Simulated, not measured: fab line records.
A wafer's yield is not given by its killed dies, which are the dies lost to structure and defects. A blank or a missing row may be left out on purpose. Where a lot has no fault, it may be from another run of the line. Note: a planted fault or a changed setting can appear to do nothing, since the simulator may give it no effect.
fab line records :: flow nand_harc
record
  lots=7
  wafers=21
  last_day=25
route steps=1159 shown P_M0@280 P_M1@285
lots that met no fault: from a run of the same line without faults
start_h: hours from the record's opening day to when the first of the lot's shown wafers began :: wait_h: hours from the lot's prior step to this one :: " repeats the value in the row above :: L1.1+2: a row that stands for several wafers :: - no value present, or no start provided :: * or withheld: withheld :: < > ~ a bound
route shown NAME@n: NAME is a module with steps in the file, n the number in the route of the first one :: usual: mean/standard deviation of fault-free wafers :: same: alike in all rows :: chamber/n: place in a boat :: sites: the reading at each site :: _std_site: standard deviation across them :: _edge_site: the outer-site mean with the inner-site mean subtracted :: radius_mm: for every site, how far away it sits from the centre of the wafer :: mask NAME#n: copy n :: behind: the most recent tool/chamber to have shaped the wafer :: hold: reason for holding the lot/hours on hold/outcome of the hold :: device: the transistor (n, p or np) that didn't switch :: end of line: at the end of the route, the tests of the same wafers :: a step with no rows: only its recipe :: killed: at the first sort, the dies lost to defects and structure; wafer yield is something else :: map: a wafer's dies, x killed, . not, _ none there
set.NAME: the run value of the setting; set.NAME@STEP: its run value at that earlier step :: model.NAME: the simulator's own value behind a step, which no gauge read
lots seen at some steps along the route; tables by step, rows by wafer
services: when a tool's chamber went out of use (start_h, in hours from the record's first day, below 0 if earlier), for how many hours, and the reason
## steps
# step NHARC_P_M0_SRD_25
# step NHARC_P_M0_INSPECT_27
# usual
  raw_defect_count=308/130
lot.wafer: L681.1
tool: defect_inspect-02
chamber: -
start_h: 156.45
wait_h: 0.0
raw_defect_count: 531

lot.wafer: L681.2
tool: defect_inspect-02
chamber: -
start_h: 156.45
wait_h: 0.0
raw_defect_count: 197

lot.wafer: L681.4
tool: defect_inspect-02
chamber: -
start_h: 156.45
wait_h: 0.0
raw_defect_count: 370

lot.wafer: L684.3
tool: defect_inspect-01
chamber: -
start_h: 172.66
wait_h: 0.0
raw_defect_count: 300

lot.wafer: L684.4
tool: defect_inspect-01
chamber: -
start_h: 172.66
wait_h: 0.0
raw_defect_count: 229

lot.wafer: L684.6
tool: defect_inspect-01
chamber: -
start_h: 172.66
wait_h: 0.0
raw_defect_count: 216

lot.wafer: L690.3
tool: defect_inspect-01
chamber: -
start_h: 216.28
wait_h: 0.0
raw_defect_count: 325

lot.wafer: L690.5
tool: defect_inspect-01
chamber: -
start_h: 216.28
wait_h: 0.0
raw_defect_count: 227

lot.wafer: L690.6
tool: defect_inspect-01
chamber: -
start_h: 216.28
wait_h: 0.0
raw_defect_count: 206

lot.wafer: L689.2
tool: defect_inspect-02
chamber: -
start_h: 216.78
wait_h: 0.0
raw_defect_count: 252

lot.wafer: L689.3
tool: defect_inspect-02
chamber: -
start_h: 216.78
wait_h: 0.0
raw_defect_count: 239

lot.wafer: L689.5
tool: defect_inspect-02
chamber: -
start_h: 216.78
wait_h: 0.0
raw_defect_count: 393

lot.wafer: L691.2
tool: defect_inspect-01
chamber: -
start_h: 217.40
wait_h: 0.0
raw_defect_count: 231

lot.wafer: L691.4
tool: defect_inspect-01
chamber: -
start_h: 217.40
wait_h: 0.0
raw_defect_count: 159

lot.wafer: L691.5
tool: defect_inspect-01
chamber: -
start_h: 217.40
wait_h: 0.0
raw_defect_count: 216

lot.wafer: L692.1
tool: defect_inspect-02
chamber: -
start_h: 225.25
wait_h: 0.0
raw_defect_count: 281

lot.wafer: L692.2
tool: defect_inspect-02
chamber: -
start_h: 225.25
wait_h: 0.0
raw_defect_count: 250

lot.wafer: L692.5
tool: defect_inspect-02
chamber: -
start_h: 225.25
wait_h: 0.0
raw_defect_count: 231

lot.wafer: L698.1
tool: defect_inspect-01
chamber: -
start_h: 250.60
wait_h: 0.0
raw_defect_count: 262

lot.wafer: L698.3
tool: defect_inspect-01
chamber: -
start_h: 250.60
wait_h: 0.0
raw_defect_count: 267

lot.wafer: L698.6
tool: defect_inspect-01
chamber: -
start_h: 250.60
wait_h: 0.0
raw_defect_count: 286
# step NHARC_P_M0_PRE_CLEAN_31
# recipe
  time_s=12
  temp_c=370
  rf_power_w=300
  gas=NH3
# usual
  heater_power_w=632/74
lot.wafer: L681.2
tool: pecvd-03
chamber: 0
start_h: 156.52
wait_h: 0.1
heater_power_w: 606

lot.wafer: L681.1
tool: pecvd-03
chamber: 1
start_h: 156.52
wait_h: 0.1
heater_power_w: 580

lot.wafer: L681.4
tool: pecvd-03
chamber: 1
start_h: 156.52
wait_h: 0.1
heater_power_w: 596

lot.wafer: L684.3
tool: pecvd-04
chamber: 1
start_h: 172.74
wait_h: 0.1
heater_power_w: 638

lot.wafer: L684.4
tool: pecvd-04
chamber: 1
start_h: 172.74
wait_h: 0.1
heater_power_w: 645

lot.wafer: L684.6
tool: pecvd-04
chamber: 2
start_h: 172.74
wait_h: 0.1
heater_power_w: 700

lot.wafer: L690.3
tool: pecvd-04
chamber: 2
start_h: 216.35
wait_h: 0.1
heater_power_w: 731

lot.wafer: L690.5
tool: pecvd-04
chamber: 0
start_h: 216.35
wait_h: 0.1
heater_power_w: 566

lot.wafer: L690.6
tool: pecvd-04
chamber: 1
start_h: 216.35
wait_h: 0.1
heater_power_w: 545

lot.wafer: L689.3
tool: pecvd-03
chamber: 2
start_h: 216.96
wait_h: 0.2
heater_power_w: 623

lot.wafer: L689.2
tool: pecvd-03
chamber: 0
start_h: 216.96
wait_h: 0.2
heater_power_w: 567

lot.wafer: L689.5
tool: pecvd-03
chamber: 0
start_h: 216.96
wait_h: 0.2
heater_power_w: 574

lot.wafer: L691.2
tool: pecvd-01
chamber: 1
start_h: 217.47
wait_h: 0.1
heater_power_w: 583

lot.wafer: L691.5
tool: pecvd-01
chamber: 2
start_h: 217.47
wait_h: 0.1
heater_power_w: 724

lot.wafer: L691.4
tool: pecvd-01
chamber: 0
start_h: 217.47
wait_h: 0.1
heater_power_w: 692

lot.wafer: L692.2
tool: pecvd-04
chamber: 1
start_h: 225.32
wait_h: 0.1
heater_power_w: 655

lot.wafer: L692.1
tool: pecvd-04
chamber: 2
start_h: 225.32
wait_h: 0.1
heater_power_w: 752

lot.wafer: L692.5
tool: pecvd-04
chamber: 2
start_h: 225.32
wait_h: 0.1
heater_power_w: 729

lot.wafer: L698.1
tool: pecvd-01
chamber: 0
start_h: 250.68
wait_h: 0.1
heater_power_w: 734

lot.wafer: L698.3
tool: pecvd-01
chamber: 1
start_h: 250.68
wait_h: 0.1
heater_power_w: 587

lot.wafer: L698.6
tool: pecvd-01
chamber: 2
start_h: 250.68
wait_h: 0.1
heater_power_w: 719
# step NHARC_P_M0_DEP_32
# recipe
  target_thk_a=300
  temp_c=370
  target_thk_nm=30
  pressure_torr=3
  flow_sccm=200
  rf_w=450
  material=SiCN
# usual
  heater_power_w=580/75
lot.wafer: L681.2
tool: pecvd-03
chamber: 0
start_h: 156.60
wait_h: 0.1
heater_power_w: 626

lot.wafer: L681.1
tool: pecvd-03
chamber: 1
start_h: 156.60
wait_h: 0.1
heater_power_w: 500

lot.wafer: L681.4
tool: pecvd-03
chamber: 1
start_h: 156.60
wait_h: 0.1
heater_power_w: 499

lot.wafer: L684.3
tool: pecvd-04
chamber: 1
start_h: 172.85
wait_h: 0.1
heater_power_w: 620

lot.wafer: L684.4
tool: pecvd-04
chamber: 1
start_h: 172.85
wait_h: 0.1
heater_power_w: 635

lot.wafer: L684.6
tool: pecvd-04
chamber: 2
start_h: 172.85
wait_h: 0.1
heater_power_w: 690

lot.wafer: L690.3
tool: pecvd-04
chamber: 2
start_h: 216.43
wait_h: 0.1
heater_power_w: 690

lot.wafer: L690.5
tool: pecvd-04
chamber: 0
start_h: 216.43
wait_h: 0.1
heater_power_w: 496

lot.wafer: L690.6
tool: pecvd-04
chamber: 1
start_h: 216.43
wait_h: 0.1
heater_power_w: 568

lot.wafer: L689.3
tool: pecvd-03
chamber: 2
start_h: 217.07
wait_h: 0.1
heater_power_w: 652

lot.wafer: L689.2
tool: pecvd-03
chamber: 0
start_h: 217.07
wait_h: 0.1
heater_power_w: 579

lot.wafer: L689.5
tool: pecvd-03
chamber: 0
start_h: 217.07
wait_h: 0.1
heater_power_w: 585

lot.wafer: L691.2
tool: pecvd-01
chamber: 1
start_h: 217.54
wait_h: 0.1
heater_power_w: 508

lot.wafer: L691.5
tool: pecvd-01
chamber: 2
start_h: 217.54
wait_h: 0.1
heater_power_w: 651

lot.wafer: L691.4
tool: pecvd-01
chamber: 0
start_h: 217.54
wait_h: 0.1
heater_power_w: 622

lot.wafer: L692.2
tool: pecvd-04
chamber: 1
start_h: 225.40
wait_h: 0.1
heater_power_w: 509

lot.wafer: L692.1
tool: pecvd-04
chamber: 2
start_h: 225.40
wait_h: 0.1
heater_power_w: 717

lot.wafer: L692.5
tool: pecvd-04
chamber: 2
start_h: 225.40
wait_h: 0.1
heater_power_w: 742

lot.wafer: L698.1
tool: pecvd-01
chamber: 0
start_h: 250.79
wait_h: 0.1
heater_power_w: 588

lot.wafer: L698.3
tool: pecvd-01
chamber: 1
start_h: 250.79
wait_h: 0.1
heater_power_w: 536

lot.wafer: L698.6
tool: pecvd-01
chamber: 2
start_h: 250.79
wait_h: 0.1
heater_power_w: 638
# step NHARC_P_M1_DEP_00
# recipe
  target_thk_a=1825
  target_thk_nm=182.5
  temp_c=withheld
  pressure_torr=5
  flow_sccm=200
  rf_w=600
  material=SiOC
# step NHARC_P_M1_DEHYDRATE_01
# recipe
  temp_c=150
  time_s=120
# step NHARC_P_M1_HMDS_02
# recipe
  time_s=30
# step NHARC_P_M1_COAT_34
# recipe
  temp_c=200
  time_s=65
# step NHARC_P_M1_COAT_03
# recipe
  spin_rpm=1500
  resist_thk_nm=90
# step NHARC_P_M1_SOFTBAKE_04
# recipe
  temp_c=105
  time_s=55
# step NHARC_P_M1_EBR_05
# step NHARC_P_M1_EXPOSE_06
# recipe
  na=1.35
  target_cd_nm=130
  dose_mj=81.88
  mask_id=P_M1
# usual
  exposure_dose_mJ_cm2=81.89/0.081
  focus_offset_nm=0.0/0.47
lot.wafer: L681.1
tool: arfi_scanner-03
chamber: 0
start_h: 157.72
wait_h: -
mask: P_M1#0
exposure_dose_mJ_cm2: 81.85
focus_offset_nm: -0.1

lot.wafer: L681.2
tool: arfi_scanner-03
chamber: 0
start_h: 157.72
wait_h: -
mask: P_M1#0
exposure_dose_mJ_cm2: 82.00
focus_offset_nm: 0.6

lot.wafer: L681.4
tool: arfi_scanner-03
chamber: 0
start_h: 157.72
wait_h: -
mask: P_M1#0
exposure_dose_mJ_cm2: 81.83
focus_offset_nm: 0.6

lot.wafer: L684.3
tool: arfi_scanner-01
chamber: 0
start_h: 173.92
wait_h: -
mask: P_M1#0
exposure_dose_mJ_cm2: 81.99
focus_offset_nm: -0.6

lot.wafer: L684.4
tool: arfi_scanner-01
chamber: 0
start_h: 173.92
wait_h: -
mask: P_M1#0
exposure_dose_mJ_cm2: 81.99
focus_offset_nm: -0.2

lot.wafer: L684.6
tool: arfi_scanner-01
chamber: 0
start_h: 173.92
wait_h: -
mask: P_M1#0
exposure_dose_mJ_cm2: 81.96
focus_offset_nm: -0.7

lot.wafer: L690.3
tool: arfi_scanner-01
chamber: -
start_h: 217.44
wait_h: -
mask: P_M1#0
exposure_dose_mJ_cm2: -
focus_offset_nm: -

lot.wafer: L690.5
tool: arfi_scanner-01
chamber: -
start_h: 217.44
wait_h: -
mask: P_M1#0
exposure_dose_mJ_cm2: -
focus_offset_nm: -

lot.wafer: L690.6
tool: arfi_scanner-01
chamber: -
start_h: 217.44
wait_h: -
mask: P_M1#0
exposure_dose_mJ_cm2: -
focus_offset_nm: -

lot.wafer: L689.2
tool: arfi_scanner-01
chamber: -
start_h: 218.04
wait_h: -
mask: P_M1#0
exposure_dose_mJ_cm2: -
focus_offset_nm: -

lot.wafer: L689.3
tool: arfi_scanner-01
chamber: -
start_h: 218.04
wait_h: -
mask: P_M1#0
exposure_dose_mJ_cm2: -
focus_offset_nm: -

lot.wafer: L689.5
tool: arfi_scanner-01
chamber: -
start_h: 218.04
wait_h: -
mask: P_M1#0
exposure_dose_mJ_cm2: -
focus_offset_nm: -

lot.wafer: L691.2
tool: arfi_scanner-02
chamber: -
start_h: 218.66
wait_h: -
mask: P_M1#0
exposure_dose_mJ_cm2: -
focus_offset_nm: -

lot.wafer: L691.4
tool: arfi_scanner-02
chamber: -
start_h: 218.66
wait_h: -
mask: P_M1#0
exposure_dose_mJ_cm2: -
focus_offset_nm: -

lot.wafer: L691.5
tool: arfi_scanner-02
chamber: -
start_h: 218.66
wait_h: -
mask: P_M1#0
exposure_dose_mJ_cm2: -
focus_offset_nm: -

lot.wafer: L692.1
tool: arfi_scanner-02
chamber: 0
start_h: 226.55
wait_h: -
mask: P_M1#0
exposure_dose_mJ_cm2: 81.78
focus_offset_nm: 0.4

lot.wafer: L692.2
tool: arfi_scanner-02
chamber: 0
start_h: 226.55
wait_h: -
mask: P_M1#0
exposure_dose_mJ_cm2: 81.95
focus_offset_nm: 0.1

lot.wafer: L692.5
tool: arfi_scanner-02
chamber: 0
start_h: 226.55
wait_h: -
mask: P_M1#0
exposure_dose_mJ_cm2: 81.70
focus_offset_nm: 0.1

lot.wafer: L698.1
tool: arfi_scanner-03
chamber: 0
start_h: 251.87
wait_h: -
mask: P_M1#0
exposure_dose_mJ_cm2: 81.73
focus_offset_nm: 0.6

lot.wafer: L698.3
tool: arfi_scanner-03
chamber: 0
start_h: 251.87
wait_h: -
mask: P_M1#0
exposure_dose_mJ_cm2: 81.83
focus_offset_nm: 0.5

lot.wafer: L698.6
tool: arfi_scanner-03
chamber: 0
start_h: 251.87
wait_h: -
mask: P_M1#0
exposure_dose_mJ_cm2: 81.83
focus_offset_nm: -0.3
# step NHARC_P_M1_PEB_07
# recipe
  peb_temp_c=100
  peb_time_s=65
## services
tool: arfi_scanner-03
chamber: -
start_h: 140.00
hours: 4.0
kind: pm

tool: arfi_scanner-02
chamber: -
start_h: 171.84
hours: 9.9
kind: repair

tool: pecvd-01
chamber: -
start_h: 185.65
hours: 0.9
kind: repair

tool: pecvd-01
chamber: -
start_h: 186.91
hours: 2.0
kind: repair

tool: pecvd-03
chamber: -
start_h: 188.72
hours: 0.6
kind: repair

tool: pecvd-04
chamber: -
start_h: 195.00
hours: 13.0
kind: pm

tool: pecvd-04
chamber: 0
start_h: 195.00
hours: 13.0
kind: vent_cycle

tool: pecvd-04
chamber: 1
start_h: 195.00
hours: 13.0
kind: vent_cycle

tool: pecvd-04
chamber: 2
start_h: 195.00
hours: 13.0
kind: vent_cycle

tool: arfi_scanner-01
chamber: -
start_h: 196.91
hours: 4.0
kind: pm

tool: pecvd-04
chamber: 0
start_h: 208.00
hours: -
kind: clean

tool: pecvd-04
chamber: 1
start_h: 208.00
hours: -
kind: clean

tool: pecvd-04
chamber: 2
start_h: 208.00
hours: -
kind: clean

tool: arfi_scanner-03
chamber: -
start_h: 212.28
hours: 0.8
kind: repair

tool: pecvd-01
chamber: -
start_h: 237.21
hours: 13.0
kind: pm

tool: pecvd-01
chamber: 0
start_h: 237.21
hours: 13.0
kind: vent_cycle

tool: pecvd-01
chamber: 1
start_h: 237.21
hours: 13.0
kind: vent_cycle

tool: pecvd-01
chamber: 2
start_h: 237.21
hours: 13.0
kind: vent_cycle

tool: pecvd-04
chamber: 2
start_h: 237.95
hours: 12.5
kind: repair

tool: arfi_scanner-02
chamber: -
start_h: 246.17
hours: 3.3
kind: repair

tool: pecvd-01
chamber: 0
start_h: 250.21
hours: -
kind: clean

tool: pecvd-01
chamber: 1
start_h: 250.21
hours: -
kind: clean

tool: pecvd-01
chamber: 2
start_h: 250.21
hours: -
kind: clean
## key
first_sign
  step=NHARC_P_M1_EXPOSE_06
  reading=tool_record
  direction=missing
effect none on later readings
met_at NHARC_P_M1_EXPOSE_06
struck_wafers L689.2,L689.3,L689.5,L690.3,L690.5,L690.6,L691.2,L691.4,L691.5
later_rows_left_out L689.2,L689.3,L689.5,L690.3,L690.5,L690.6,L691.2,L691.4,L691.5
sort_left_out L689.2,L689.3,L689.5,L690.3,L690.5,L690.6,L691.2,L691.4,L691.5
onset_between 173.92 217.44
fault
  kind=skipped_step_whole
  tool=arfi_scanner-01,arfi_scanner-02
  chamber=-
  onset_h=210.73
  steps=NHARC_P_M1_EXPOSE_06
  scope=struck_lots_only
# sort_left_out: the simulated sort isn't trusted on such a fault, so these wafers' sort isn't shown, and their yield isn't known
# later_rows_left_out: the simulator's readings of these wafers behind a module that went badly wrong aren't trusted and aren't shown, but for the sort
